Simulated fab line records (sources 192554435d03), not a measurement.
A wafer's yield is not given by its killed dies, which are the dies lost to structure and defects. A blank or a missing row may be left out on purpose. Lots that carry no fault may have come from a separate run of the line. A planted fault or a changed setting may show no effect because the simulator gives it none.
fab line records	flow n5_finfet
record lots=9	wafers=26	last_day=18
route steps=1938 shown PMOS_HMC_CHANNEL_EPI@70 FIN_SAQP@94 BEOL_M4@1111 PASSIVATION@1936
lots that met no fault: from a run of the same line without faults
start_h: start of the lot's first displayed wafer, in hours after the record's first day	wait_h: hours since the lot's step before	" same as the row above	L1.1+2: a single row standing in for several wafers	- value missing, or start not given	* or withheld: withheld	< > ~ a bound
route shown NAME@n: a module of which the file shows steps, and the number in the route of the first	usual: mean/standard deviation of fault-free wafers	same: alike in all rows	chamber/n: place in a boat	sites: the reading at each site	_std_site: standard deviation of those values	_edge_site: outer sites' mean less inner sites'	radius_mm: how far each site lies from the wafer's centre	mask NAME#n: copy n	behind: the tool/chamber that last shaped the wafer	hold: why the lot went on hold/how many hours it stayed there/how the hold came to an end	device: names the non-switching transistor (n, p or np)	end of line: at the end of the route, the tests of the same wafers	for a step that has no rows: nothing shown but its recipe	killed: the dies lost at the first sort to structure and to defects; this is not the yield of the wafer	map: dies across one wafer; x = killed, . = not, _ = none there
set.NAME: the setting the step ran with; set.NAME@STEP: the setting that earlier step ran with	model.NAME: the simulator's own value behind a step, which no gauge read
one table for each step of the route and one row for each wafer, over a sample of lots
services: when a tool's chamber went out of use (start_h, in hours from the record's first day, below 0 if earlier), for how many hours, and the reason
## steps
# step N5_PMOS_HMC_CHANNEL_EPI_HM_OPEN_15
# recipe chemistry=CHF3/O2	target=SiO2	mask_material=CAR-ArF-block	target_depth_a=406	CHF3_flow_sccm=50	O2_flow_sccm=5	Ar_flow_sccm=200	time_s=20.3	pressure_mtorr=30	source_w=650	bias_w=170	ion_energy_ev=200
# usual O2_flow_sccm=5.000/0.016	drypump_motor_current_A=5.7/0.42	oes_product_au=0.75/0.071	rf_vpp_V=526/15	showerhead_plenum_p_Torr=2.44/0.085	throttle_valve_pct=18.97/0.21
lot.wafer	tool	chamber	start_h	wait_h	O2_flow_sccm	drypump_motor_current_A	oes_product_au	rf_hours_counter_h	rf_vpp_V	showerhead_plenum_p_Torr	throttle_valve_pct
L591.3	rie_diel-06	2	47.64	0.0	4.999	6.2	0.72	170	520	2.47	18.53
L591.4	"	0	"	"	5.014	5.5	0.70	227	549	2.38	19.09
L591.5	"	2	"	"	4.980	6.2	0.73	-	520	2.47	18.53
L601.3	rie_diel-06	2	108.89	0.0	5.005	6.2	0.72	188	521	2.47	18.56
L601.5	"	3	"	"	4.993	5.1	0.68	-	501	2.39	19.07
L601.6	"	0	"	"	4.995	5.5	0.68	-	549	2.37	19.12
L603.1	rie_diel-02	2	120.89	0.0	5.023	5.7	0.94	12	521	2.57	18.86
L603.3	"	3	"	"	4.999	6.3	0.79	111	528	2.23	18.93
L603.5	"	3	"	"	5.000	6.3	0.78	-	526	2.23	18.90
L604.2	rie_diel-06	2	125.87	0.0	4.982	6.2	0.72	193	521	2.46	18.57
L604.4	"	3	"	"	4.998	5.1	0.67	-	500	2.39	19.10
L604.5	"	2	"	"	5.005	6.2	0.71	-	521	2.46	18.57
L605.2	rie_diel-01	0	131.94	0.0	4.996	5.9	0.71	220	512	2.38	19.27
L605.3	"	2	"	"	4.992	5.5	0.74	194	518	2.50	19.12
L605.4	"	3	"	"	4.985	6.4	0.68	250	526	2.44	18.71
L606.1	rie_diel-06	1	137.79	0.0	5.006	5.2	0.84	53	539	2.53	19.03
L606.2	"	2	"	"	4.994	6.2	0.72	197	519	2.46	18.57
L607.2	rie_diel-01	0	144.06	0.0	5.009	5.9	0.71	224	511	2.38	19.26
L607.5	"	1	"	"	4.989	5.2	0.70	-	516	2.52	19.20
L607.6	"	0	"	"	4.985	5.9	0.71	-	510	2.38	19.25
L608.2	rie_diel-02	1	149.56	0.0	4.997	5.8	0.74	166	516	2.41	18.91
L608.3	"	0	"	"	5.007	5.7	0.74	168	546	2.49	19.11
L608.5	"	1	"	"	4.988	5.8	0.74	-	518	2.41	18.92
L609.2	rie_diel-02	1	155.16	0.0	5.022	5.8	0.72	168	518	2.41	18.93
L609.3	"	0	"	"	4.991	5.6	0.74	170	546	2.48	19.11
L609.5	"	0	"	"	5.008	5.7	0.74	-	544	2.48	19.11
# step N5_PMOS_HMC_CHANNEL_EPI_STRIP_33
# recipe chemistry=N2/H2	power_w=500	temp_c=40	pressure_mtorr=50	rf_frequency_hz=6e+07	overash_fraction=0.3	bias_power_w=8	h2_frac=0.5	n2_flow_sccm=300	h2_flow_sccm=300
# usual drypump_motor_current_A=5.7/0.42	oes_product_au=0.74/0.071	rf_vpp_V=54.4/1.7	showerhead_plenum_p_Torr=3.41/0.13	throttle_valve_pct=19.2/0.34
lot.wafer	tool	chamber	start_h	wait_h	drypump_motor_current_A	oes_product_au	rf_hours_counter_h	rf_vpp_V	showerhead_plenum_p_Torr	throttle_valve_pct
L591.3	rie_diel-06	2	47.70	0.0	6.2	0.72	170	56.3	3.49	19.1
L591.4	"	0	"	"	5.5	0.70	227	52.9	3.30	19.2
L591.5	"	2	"	"	6.2	0.72	-	49.4	3.49	19.1
L601.3	rie_diel-06	2	108.95	0.0	6.2	0.71	188	56.2	3.48	19.1
L601.5	"	3	"	"	5.1	0.69	-	54.3	3.33	18.9
L601.6	"	0	"	"	5.5	0.67	-	56.0	3.29	19.3
L603.1	rie_diel-02	2	120.94	0.0	5.7	0.94	12	56.0	3.59	19.8
L603.3	"	3	"	"	6.4	0.79	111	52.7	3.11	19.2
L603.5	"	3	"	"	6.3	0.79	-	54.2	3.11	19.3
L604.2	rie_diel-06	2	125.92	0.0	6.2	0.70	193	51.8	3.48	19.2
L604.4	"	3	"	"	5.1	0.68	-	53.8	3.33	19.0
L604.5	"	2	"	"	6.2	0.70	-	55.1	3.48	19.2
L605.2	rie_diel-01	0	131.99	0.0	5.9	0.72	220	54.9	3.37	19.9
L605.3	"	2	"	"	5.5	0.72	194	55.9	3.46	19.2
L605.4	"	3	"	"	6.4	0.68	250	52.3	3.45	19.2
L606.1	rie_diel-06	1	137.84	0.0	5.2	0.81	53	56.4	3.53	19.2
L606.2	"	2	"	"	6.2	0.71	197	52.4	3.47	19.2
L607.2	rie_diel-01	0	144.11	0.0	5.9	0.71	224	51.5	3.37	19.9
L607.5	"	1	"	"	5.2	0.70	-	56.7	3.48	19.3
L607.6	"	0	"	"	5.9	0.70	-	55.5	3.37	19.9
L608.2	rie_diel-02	1	149.62	0.0	5.8	0.75	166	56.8	3.35	18.7
L608.3	"	0	"	"	5.6	0.74	168	54.7	3.53	19.8
L608.5	"	1	"	"	5.8	0.73	-	54.1	3.35	18.7
L609.2	rie_diel-02	1	155.22	0.0	5.8	0.72	168	55.6	3.35	18.7
L609.3	"	0	"	"	5.7	0.74	170	55.4	3.53	19.8
L609.5	"	0	"	"	5.7	0.74	-	56.2	3.53	19.8
# step N5_FIN_SAQP_ALD_61
# recipe material=SiO2	target_thk_a=40	temp_c=300	ald_precursor_family=BDEAS	ald_co_reactant=O2-plasma	pulse_time_s=1	purge_time_s=2	co_reactant_purge_time_s=2	ald_cycles=43	pressure_torr=2
# usual ald_cycles=43/0	heater_power_w=499/49	precursor_pulse_height_rel=0.998/0.019
lot.wafer	tool	chamber	start_h	wait_h	ald_cycles	heater_power_w	precursor_pulse_height_rel
L591.3	ald_sin-04	1	50.92	0.0	43	548	0.984
L591.4	"	0	"	"	43	503	0.964
L591.5	"	3	"	"	59	519	1.014
L601.3	ald_sin-02	0	112.42	0.1	43	426	1.002
L601.5	"	3	"	"	43	451	0.973
L601.6	"	0	"	"	43	411	1.005
L603.1	ald_sin-04	2	123.75	0.0	43	454	0.999
L603.3	"	1	"	"	43	525	1.008
L603.5	"	0	"	"	43	480	0.999
L604.2	ald_sin-04	3	128.65	0.0	43	512	0.993
L604.4	"	2	"	"	43	451	0.996
L604.5	"	2	"	"	43	452	1.023
L605.2	ald_sin-04	0	134.78	0.0	43	499	1.010
L605.3	"	3	"	"	43	522	0.997
L605.4	"	1	"	"	43	528	1.004
L606.1	ald_sin-04	1	140.63	0.0	43	525	1.010
L606.2	"	0	"	"	43	492	1.015
L607.2	ald_sin-02	1	147.25	0.4	43	488	1.020
L607.5	"	0	"	"	43	398	1.011
L607.6	"	3	"	"	43	460	0.989
L608.2	ald_sin-03	3	152.75	0.0	43	477	0.968
L608.3	"	0	"	"	43	541	1.008
L608.5	"	2	"	"	43	552	1.015
L609.2	ald_sin-03	2	158.36	0.0	43	559	0.994
L609.3	"	3	"	"	43	486	0.997
L609.5	"	1	"	"	43	617	0.994
# step N5_FIN_SAQP_HM_DEP_03
# recipe material=SiNx	target_thk_a=380	temp_c=400	precursor=SiH4/NH3/N2	pressure_torr=1.5	rf_w=300	time_s=33.6
# usual heater_power_w=791/76	showerhead_plenum_p_Torr=5.10/0.082	throttle_valve_pct=39.0/1.6
lot.wafer	tool	chamber	start_h	wait_h	heater_power_w	showerhead_plenum_p_Torr	throttle_valve_pct
L591.3	pecvd-01	1	51.39	0.1	779	4.98	42.2
L591.4	"	1	"	"	769	4.98	41.9
L591.5	"	0	"	"	746	5.12	37.7
L601.3	pecvd-03	2	112.84	0.1	764	5.19	36.1
L601.5	"	0	"	"	749	5.01	39.3
L601.6	"	2	"	"	793	5.20	36.1
L603.1	pecvd-02	0	124.30	0.2	907	5.13	40.4
L603.3	"	1	"	"	843	5.18	40.3
L603.5	"	1	"	"	847	5.18	39.9
L604.2	pecvd-03	0	129.07	0.2	790	4.99	39.7
L604.4	"	1	"	"	876	5.00	39.6
L604.5	"	0	"	"	774	5.01	39.6
L605.2	pecvd-01	2	135.25	0.2	783	5.13	38.3
L605.3	"	0	"	"	694	5.11	37.8
L605.4	"	2	"	"	798	5.14	38.3
L606.1	pecvd-03	2	141.10	0.2	749	5.20	36.0
L606.2	"	0	"	"	745	5.00	39.6
L607.2	pecvd-02	2	147.67	0.2	965	5.19	37.5
L607.5	"	1	"	"	807	5.18	40.1
L607.6	"	0	"	"	966	5.12	40.6
L608.2	pecvd-03	0	153.17	0.2	724	5.01	39.5
L608.3	"	1	"	"	756	5.01	39.5
L608.5	"	0	"	"	741	5.00	39.4
L609.2	pecvd-03	0	158.78	0.2	757	5.02	39.9
L609.3	"	1	"	"	825	5.02	39.3
L609.5	"	1	"	"	795	5.01	39.6
# step N5_BEOL_M4_RC_MEAS_101
# usual DIBL_N=36.2/2.4	DIBL_P=36.2/2.6	IOFF_N=0.16/0.045	IOFF_P=0.21/0.046	ION_N=674/17	ION_P=463/11	SS_N=71.5/0.77	SS_P=73.1/0.76	VT_N=250/3.9	VT_P=-250/3.9
lot.wafer	tool	chamber	start_h	wait_h	DIBL_N[mV/V]	DIBL_P[mV/V]	IOFF_N[nA/um]	IOFF_P[nA/um]	ION_N[uA/um]	ION_P[uA/um]	SS_N[mV/dec]	SS_P[mV/dec]	VT_N[mV]	VT_P[mV]
L591.3	prober-01	0	188.56	0.3	35.7	35.2	0.16	0.19	665	452	71.9	72.6	251	-254
L591.4	"	0	"	"	33.3	34.2	0.12	0.17	652	453	70.8	72.6	254	-253
L591.5	"	0	"	"	34.0	35.0	0.12	0.19	651	457	70.7	72.9	256	-251
L601.3	prober-01	0	257.52	0.3	35.7	38.0	0.18	0.21	688	468	71.6	73.2	247	-251
L601.5	"	0	"	"	34.6	36.0	0.16	0.18	691	468	71.2	72.8	248	-252
L601.6	"	0	"	"	36.0	37.9	0.16	0.20	665	458	71.8	73.8	250	-252
L603.1	prober-02	0	276.63	0.0	37.7	38.1	0.20	0.25	704	477	71.0	74.4	247	-249
L603.3	"	0	"	"	38.0	37.1	0.19	0.23	680	468	71.1	73.9	249	-250
L603.5	"	0	"	"	38.6	38.9	0.20	0.26	692	468	72.1	73.7	247	-247
L604.2	prober-02	0	279.63	0.2	37.8	38.2	0.20	0.24	681	466	71.0	73.6	243	-247
L604.4	"	0	"	"	36.7	37.2	0.18	0.22	684	465	71.7	73.4	248	-251
L604.5	"	0	"	"	36.5	35.5	0.17	0.19	670	459	71.9	72.6	248	-249
L605.2	prober-01	0	292.24	0.2	34.2	33.9	0.14	0.18	684	469	70.8	72.9	252	-252
L605.3	"	0	"	"	37.1	35.9	0.18	0.22	680	471	71.7	73.4	252	-249
L605.4	"	0	"	"	35.1	34.9	0.14	0.21	660	455	72.4	72.9	251	-246
L606.1	prober-02	0	294.34	0.0	37.1	36.7	0.18	0.21	680	467	72.7	73.1	248	-250
L606.2	"	0	"	"	35.6	35.6	0.15	0.20	657	448	71.6	73.5	252	-252
L607.2	prober-01	0	300.46	0.2	34.8	33.8	0.12	0.17	681	468	71.7	72.6	251	-254
L607.5	"	0	"	"	37.0	35.0	0.15	0.19	644	444	71.8	72.1	253	-253
L607.6	"	0	"	"	40.3	41.5	0.24	0.32	707	482	72.2	73.8	243	-244
L608.2	prober-02	0	309.45	0.2	35.4	35.4	0.14	0.22	663	456	70.9	73.0	250	-248
L608.3	"	0	"	"	33.3	32.2	0.10	0.17	647	452	70.8	72.6	258	-251
L608.5	"	0	"	"	34.5	34.5	0.13	0.21	674	474	71.5	72.9	255	-250
L609.2	prober-01	0	319.56	0.9	33.8	34.0	0.13	0.21	661	458	71.6	72.5	253	-248
L609.3	"	0	"	"	38.3	38.9	0.21	0.28	687	475	71.9	73.3	247	-245
L609.5	"	0	"	"	32.8	33.3	0.12	0.19	688	477	72.0	71.6	253	-250
# step N5_PASSIVATION_PROBE_49
# usual defect_limited_yield=91.2/1.4	killed_at_M0_to_M3=33/9.5	killed_at_M4_up=13/4.7	killed_at_contacts=11/5.3	killed_at_front_end=42/12	killed_at_other=5/3.3	killed_dies=104/17	killed_open=67/12	killed_short=33/7.7	sort_bin_5_function=5.1/0.94	sort_bin_6_memory=3.3/0.67	sort_bin_8_speed=0.1/1.3	sort_n_pass=1074/24	sort_yield_pct=91.1/2
# same gross_dies=1180	killed_at_back_side=0	sort_bin_4_leakage[%]=0
lot.wafer	tool	chamber	start_h	wait_h	defect_limited_yield[%]	killed_at_M0_to_M3	killed_at_M4_up	killed_at_contacts	killed_at_front_end	killed_at_other	killed_dies	killed_open	killed_short	sort_bin_5_function[%]	sort_bin_6_memory[%]	sort_bin_8_speed[%]	sort_n_pass	sort_yield_pct[%]
L601.3	prober-02	-	388.14	0.1	90.3	41	11	13	45	4	114	82	31	6.0	3.6	0	1066	90.3
L601.5	prober-02	-	388.24	0.2	92.9	30	15	7	26	6	84	50	33	4.2	2.6	0	1096	92.9
L601.6	prober-02	-	388.29	0.3	93.2	31	15	10	16	8	80	50	25	4.3	2.4	0	1100	93.2
L605.2	prober-01	-	398.92	0.1	91.7	22	6	16	46	8	98	60	37	4.8	3.0	0	1082	91.7
L604.2	prober-02	-	399.17	0.1	93.1	17	11	9	40	5	82	57	25	4.4	2.5	0	1098	93.1
L604.4	prober-02	-	399.27	0.2	92.3	18	14	16	41	2	91	60	26	4.4	3.1	0	1089	92.3
L604.5	prober-02	-	399.32	0.2	91.9	29	17	11	33	5	95	56	35	5.0	2.7	0	1085	91.9
L606.1	prober-02	-	406.89	0.0	92.8	28	14	10	25	8	85	57	28	4.1	2.8	0	1095	92.8
L606.2	prober-02	-	406.94	0.1	92.1	21	14	15	38	5	93	64	27	4.4	3.3	0.1	1086	92.0
# killed by level:class
L601.3 STI_FIN_REVEAL:geometric_particle:open=17 BEOL_M2:geometric_particle:open=13 MOL_CONTACT_COAG:geometric_particle:open=10 BEOL_M4:geometric_particle:open=8 BEOL_M3:geometric_particle:open=6 FIN_SAQP:geometric_particle:open=5 DUMMY_GATE:geometric_particle:open=5 DUMMY_GATE:geometric_particle:short=4
L601.5 BEOL_M2:geometric_particle:open=8 FIN_SAQP:geometric_particle:short=7 BEOL_M0_SAQP:geometric_particle:short=7 BEOL_M4:geometric_particle:open=7 STI_FIN_REVEAL:geometric_particle:open=6 BEOL_M0_SAQP:geometric_particle:open=5 FIN_SAQP:geometric_particle:open=4 MOL_CONTACT_COAG:geometric_particle:short=4
L601.6 BEOL_M2:geometric_particle:open=8 BEOL_M0_SAQP:geometric_particle:open=8 MOL_CONTACT_COAG:geometric_particle:open=7 BEOL_M4:geometric_particle:open=7 BEOL_M0_SAQP:geometric_particle:short=6 FIN_SAQP:geometric_particle:open=5 MOL_CONTACT_COAG:geometric_particle:short=3 STARTING-WAFER:geometric_particle:short=3
L605.2 MOL_CONTACT_COAG:geometric_particle:open=10 FIN_SAQP:geometric_particle:short=8 FIN_SAQP:geometric_particle:open=7 GATE_CUT:geometric_particle:open=7 BEOL_M3:geometric_particle:open=7 MOL_CONTACT_COAG:geometric_particle:short=6 STI_FIN_REVEAL:geometric_particle:open=5 GATE_CUT:geometric_particle:short=5
L604.2 FIN_SAQP:geometric_particle:open=13 DUMMY_GATE:geometric_particle:open=9 MOL_CONTACT_COAG:geometric_particle:open=8 FIN_SAQP:geometric_particle:short=6 BEOL_M4:geometric_particle:open=6 BEOL_M3:geometric_particle:open=5 GATE_CUT:geometric_particle:short=4 BEOL_M0_SAQP:geometric_particle:open=4
L604.4 FIN_SAQP:geometric_particle:open=11 MOL_CONTACT_COAG:geometric_particle:open=9 BEOL_M4:geometric_particle:open=8 BEOL_M0_SAQP:geometric_particle:open=6 FIN_SAQP:geometric_particle:short=5 STARTING-WAFER:geometric_particle:short=5 STI_FIN_REVEAL:geometric_particle:open=4 BEOL_M0_SAQP:geometric_particle:short=4
L604.5 BEOL_M0_SAQP:geometric_particle:open=11 FIN_SAQP:geometric_particle:short=7 STI_FIN_REVEAL:geometric_particle:open=7 DUMMY_GATE:geometric_particle:open=7 BEOL_M0_SAQP:geometric_particle:short=6 BEOL_M4:geometric_particle:open=6 BEOL_M4:geometric_particle:short=5 MOL_CONTACT_COAG:geometric_particle:short=4
L606.1 BEOL_M3:geometric_particle:open=12 MOL_CONTACT_COAG:geometric_particle:open=9 FIN_SAQP:geometric_particle:short=6 DUMMY_GATE:geometric_particle:open=6 BEOL_M2:geometric_particle:open=6 BEOL_M4:geometric_particle:open=5 MIM_TOP_ETCH:geometric_particle:short=5 STI_FIN_REVEAL:geometric_particle:open=4
L606.2 DUMMY_GATE:geometric_particle:open=11 MOL_CONTACT_COAG:geometric_particle:open=11 BEOL_M3:geometric_particle:open=9 BEOL_M4:geometric_particle:open=9 STI_FIN_REVEAL:geometric_particle:open=7 FIN_SAQP:geometric_particle:open=4 DUMMY_GATE:geometric_particle:short=4 MOL_CONTACT_COAG:geometric_particle:short=4
## services
tool	chamber	start_h	hours	kind
ald_sin-02	-	27.29	1.3	repair
rie_diel-06	3	28.21	5.1	repair
rie_diel-01	1	38.58	10.4	repair
rie_diel-02	2	50.50	-	clean
rie_diel-02	2	50.50	-	consumable_replace:focus_ring
rie_diel-02	2	50.50	-	consumable_replace:showerhead
ald_sin-02	3	56.29	1.7	repair
ald_sin-03	-	56.38	1.0	repair
rie_diel-06	3	62.83	13.2	repair
ald_sin-04	-	66.74	0.3	repair
pecvd-01	-	68.08	1.0	repair
ald_sin-04	-	86.24	14.0	pm
pecvd-02	0	107.86	6.9	repair
rie_diel-01	1	109.26	19.6	repair
rie_diel-01	0	121.21	7.5	repair
rie_diel-06	0	123.19	-	clean
rie_diel-06	0	123.19	-	consumable_replace:focus_ring
rie_diel-06	0	123.19	19.6	scheduled_down
rie_diel-06	0	123.19	19.6	vent_cycle
rie_diel-01	3	148.32	7.9	repair
rie_diel-06	3	154.22	-	clean
rie_diel-06	3	154.22	-	consumable_replace:focus_ring
rie_diel-06	3	154.22	12.6	scheduled_down
rie_diel-06	3	154.22	12.6	vent_cycle
## key
first_sign step=N5_FIN_SAQP_ALD_61	reading=ald_cycles	direction=up	sigmas=99+	usual=*	struck=*
effect none on later readings
met_at N5_FIN_SAQP_ALD_61
struck_lots L591
struck_wafers L591.5
not_acting_at N5_PMOS_HMC_CHANNEL_EPI_HM_OPEN_15,N5_PMOS_HMC_CHANNEL_EPI_STRIP_33,N5_FIN_SAQP_HM_DEP_03
fault kind=process_parameter_drift	tool=ald_sin-04	chamber=3	onset_h=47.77	steps=N5_FIN_SAQP_ALD_61	channel=ald_cycles	offset=*	shape=step	end_h=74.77	acts_in=*	stated=*
